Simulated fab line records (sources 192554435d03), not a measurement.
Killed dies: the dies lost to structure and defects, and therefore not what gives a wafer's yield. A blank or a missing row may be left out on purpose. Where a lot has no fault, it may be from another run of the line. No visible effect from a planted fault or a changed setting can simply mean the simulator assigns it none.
Chamber matching	flow n5 finfet	pecvd-02 running N5_BEOL_M5_DEP_56: 3 sister chambers
The step deposits SiCN from 3MS/NH3, target thk 8 nm, time 14 s. 6 wafers are shown with their chamber, then 9 later ones without.

== WAFERS WITH THEIR CHAMBER ==
wafer	chamber	throttle valve pct (%)	showerhead plenum p Torr (Torr)
L088.2	0	9.2	3.652
L088.4	2	8.4	3.657
L088.5	0	9.1	3.654
L087.2	1	8.7	3.680
L087.3	2	8.6	3.660
L087.4	1	8.8	3.678

== WAFERS WITH NO CHAMBER GIVEN ==
wafer	throttle valve pct (%)	showerhead plenum p Torr (Torr)
L089.4	8.5	3.655
L089.5	8.4	3.673
L089.6	9.3	3.660
L093.1	8.4	3.653
L093.2	9.0	3.649
L093.3	8.7	3.664
L097.1	8.8	3.678
L097.3	8.3	3.657
L097.6	8.7	3.647

== THE CHAMBER EACH PASSED THROUGH ==
wafer	from the rows above	in truth
L089.4	2	2
L089.5	1	1
L089.6	0	0
L093.1	2	2
L093.2	0	0
L093.3	2	2
L097.1	1	1
L097.3	2	2
L097.6	can't be placed: 0 or 2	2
8 of 9 placed correctly. From these rows, 1 cannot be placed; in 1 the true chamber is one of the candidates. Placed wrongly: 0.
How it was worked out, from the rows above alone: a wafer's distance from a chamber is the root of the sum, over the readings, of the square of ((its reading less the chamber's mean) divided by the reading's scatter). If the next closest chamber is less than 2 further off than the closest, the wafer can't be placed; otherwise it belongs to the closest. For every chamber, the mean is computed from those of its wafers that are shown. How the scatter is found: for the shown wafers, subtract from each reading the mean of its chamber, square and add these, divide the total by (wafers less chambers), then take the root.
